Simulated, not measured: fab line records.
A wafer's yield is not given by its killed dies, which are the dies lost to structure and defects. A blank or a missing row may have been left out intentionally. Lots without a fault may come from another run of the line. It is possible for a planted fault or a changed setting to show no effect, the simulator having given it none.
Which tool was responsible?	flow nand-harc	13 lots with 39 wafers sampled at 6 steps, on a route of 1302 steps

## WHAT EACH GAUGE READ, for each wafer
NHARC_P_GATE_INSPECT_28. Usual: raw-defect-count 6.0, standard deviation 2.9.
lot	measured	on	raw-defect-count	flag
L654	day 4 23:55	defect-inspect-01	6 4 8	
L658	day 6 14:34	defect-inspect-01	5 7 12	
L659	day 7 01:11	defect-inspect-02	9 3 6	
L660	day 7 11:25	defect-inspect-01	11 7 5	
L667	day 10 11:52	defect-inspect-02	6 7 13	
L668	day 11 02:16	defect-inspect-02	8 2 4	
L669	day 11 11:19	defect-inspect-01	6 8 6	
L670	day 11 18:30	defect-inspect-01	6 5 3	
L671	day 12 03:13	defect-inspect-01	4 4 2	
L672	day 12 15:10	defect-inspect-01	6 1 3	
L674	day 13 15:37	defect-inspect-02	6 6 5	
L675	day 14 02:34	defect-inspect-02	9 11 14	
L677	day 14 14:27	defect-inspect-02	7 6 6	

NHARC_P_GATE_CD_MEAS_46: the cd target is 720 nm. Usual: cd-nm 720.5 nm, standard deviation 1.9.
lot	measured	on	cd-nm (nm)	flag
L654	day 5 11:45	cd-sem-01	720.4 721.8 719.0	
L658	day 7 02:19	cd-sem-03	716.3 718.0 718.3	
L659	day 7 13:05	cd-sem-03	719.1 720.8 718.2	
L660	day 8 01:15	cd-sem-02	- - -	OFF
L667	day 10 23:35	cd-sem-03	716.5 718.6 716.5	
L668	day 11 20:16	cd-sem-03	719.5 719.5 721.3	
L669	day 11 23:05	cd-sem-03	723.9 721.9 723.9	
L670	day 12 06:25	cd-sem-02	718.9 720.2 717.2	
L671	day 12 15:05	cd-sem-01	721.9 720.6 722.7	
L672	day 13 03:04	cd-sem-02	721.6 723.2 719.7	
L674	day 14 03:25	cd-sem-01	721.8 721.0 721.0	
L675	day 14 14:20	cd-sem-01	721.5 720.8 719.3	
L677	day 15 02:20	cd-sem-03	721.9 720.1 721.2	

NHARC_END_SORT_01. Usual: killed-at-array 52, standard deviation 18; killed-at-other 1.2, standard deviation 1.5; killed-at-periphery 4, standard deviation 3.2; killed-dies 57, standard deviation 17; killed-open 3.1, standard deviation 1.9; killed-short 2.5, standard deviation 1.7.
lot	measured	on	killed-at-array	killed-at-other	killed-at-periphery	killed-dies	killed-open	killed-short	flag
L660	day 27 23:20	prober-01	67 71 58	0 1 0	610 605 619	677 677 677	1 4 2	1 2 1	OFF
L667	day 29 13:30	prober-01	29 19 21	0 0 1	13 14 15	42 33 37	2 4 2	3 3 2	OFF
L671	day 30 19:08	prober-01	49 61 56	0 0 0	1 0 1	50 61 57	5 2 4	0 1 1	
L672	day 31 20:48	prober-01	70 79 50	2 4 3	4 0 1	76 83 54	7 0 2	3 3 0	

## TOOL THAT RAN EACH LOT (tool first, then ch and the chambers of the sampled wafers, then the start)
lot	NHARC_P_GATE_ALD_36	NHARC_P_GATE_EXPOSE_43	NHARC_P_GATE_STRIP_76
L654	ald-sin-04 ch 0,1,3, day 5 03:23	krf-scanner-04 ch 0, day 5 11:35	plasma-asher-01 ch 0,1, day 5 14:19
L658	ald-sin-01 ch 0,1, day 6 16:58	krf-scanner-04 ch 0, day 7 02:10	plasma-asher-01 ch 0,1, day 7 04:58
L659	ald-sin-03 ch 0,1,3, day 7 02:29	krf-scanner-03 ch 0, day 7 12:56	plasma-asher-01 ch 0,1, day 7 15:37
L660	ald-sin-04 ch 0,3, day 7 12:46	krf-scanner-03 ch 0, day 8 01:05	plasma-asher-02 ch 0,1, day 8 03:48
L667	ald-sin-01 ch 0,2,3, day 10 13:11	krf-scanner-03 ch 0, day 10 23:26	plasma-asher-01 ch 0,1, day 11 02:03
L668	ald-sin-04 ch 0,1, day 11 03:37	krf-scanner-03 ch 0, day 11 20:06	plasma-asher-01 ch 0,1, day 11 22:48
L669	ald-sin-03 ch 0,2,3, day 11 15:46	krf-scanner-04 ch 0, day 11 22:56	plasma-asher-02 ch 0,1, day 12 01:40
L670	ald-sin-01 ch 0,2,3, day 11 19:49	krf-scanner-03 ch 0, day 12 06:15	plasma-asher-01 ch 0,1, day 12 08:58
L671	ald-sin-03 ch 0,1,2, day 12 04:32	krf-scanner-04 ch 0, day 12 14:55	plasma-asher-01 ch 0,1, day 12 17:31
L672	ald-sin-04 ch 1,2,3, day 12 16:29	krf-scanner-03 ch 0, day 13 02:55	plasma-asher-01 ch 0,1, day 13 05:38
L674	ald-sin-03 ch 1,2, day 13 16:56	krf-scanner-02 ch 0, day 14 03:16	plasma-asher-01 ch 0,1, day 14 05:59
L675	ald-sin-04 ch 0,1,2, day 14 06:01	krf-scanner-02 ch 0, day 14 14:11	plasma-asher-02 ch 0,1, day 15 04:41
L677	ald-sin-03 ch 2,3, day 14 16:50	krf-scanner-03 ch 0, day 15 02:11	plasma-asher-02 ch 0,1, day 15 15:11
- NHARC_P_GATE_ALD_36: deposits SiNx, target thk 20 nm, pulse time 60 s, ald cycles 223.
- NHARC_P_GATE_EXPOSE_43: exposes mask P NSD, target cd 720 nm.
- NHARC_P_GATE_STRIP_76: strips in O2.

## WHAT THE TOOLS THEMSELVES READ (means of the sampled wafers that have a number; where no wafer has one, the mark that the record gives instead)
NHARC_P_GATE_ALD_36. Usual: heater-power-w 792 W, standard deviation 75; precursor-pulse-height-rel 1.001, standard deviation 0.02.
lot	tool	heater-power-w (W)	precursor-pulse-height-rel	flag
L654	ald-sin-04	793	0.979	
L658	ald-sin-01	811	0.984	
L659	ald-sin-03	781	1.010	
L660	ald-sin-04	744	1.009	
L667	ald-sin-01	789	0.994	
L668	ald-sin-04	745	0.976	
L669	ald-sin-03	860	0.998	
L670	ald-sin-01	786	1.011	
L671	ald-sin-03	766	0.991	
L672	ald-sin-04	808	0.998	
L674	ald-sin-03	769	1.019	
L675	ald-sin-04	766	1.020	
L677	ald-sin-03	867	0.993	

NHARC_P_GATE_STRIP_76. Usual: drypump-motor-current-A 5.8 A, standard deviation 0.43; heater-power-w 350 W, standard deviation 58.
lot	tool	drypump-motor-current-A (A)	heater-power-w (W)	flag
L654	plasma-asher-01	6.1	403	
L658	plasma-asher-01	6.3	371	
L659	plasma-asher-01	6.2	374	
L660	plasma-asher-02	5.4	309	
L667	plasma-asher-01	6.3	375	
L668	plasma-asher-01	6.1	405	
L669	plasma-asher-02	5.4	288	
L670	plasma-asher-01	6.2	378	
L671	plasma-asher-01	6.1	402	
L672	plasma-asher-01	6.3	377	
L674	plasma-asher-01	6.1	405	
L675	plasma-asher-02	5.4	302	
L677	plasma-asher-02	5.4	312	

## THE ANSWER, worked out from the rows above alone
Rule: a lot is off if the mean of its wafers that have a number lies more than 3 standard deviations from the usual mean. A lot without any number at a reading at which 4 lots or more have one is off too. Where the step has rows for the other lots, those lots are counted as sound. After the gauges, taken in route order, come the tools' own readings; for these a lot's mean is taken, as printed above. The first step at which some lot is off is used, and at that step the reading that is off furthest; a lot without a number counts as furthest.
Off: L660, at NHARC_P_GATE_CD_MEAS_46 (cd-nm). Without a number there: L660.
If a tool, at a process step before that reading, ran all the lots that are off and no sound lot after the first of them, it fits. The gauges at NHARC_P_GATE_CD_MEAS_46 aren't tried: what is off there is off at NHARC_END_SORT_01 too, on other tools, and a gauge's error can't cause that. No candidate that was tried fits.

## WHAT THE SIMULATOR HAD INSERTED
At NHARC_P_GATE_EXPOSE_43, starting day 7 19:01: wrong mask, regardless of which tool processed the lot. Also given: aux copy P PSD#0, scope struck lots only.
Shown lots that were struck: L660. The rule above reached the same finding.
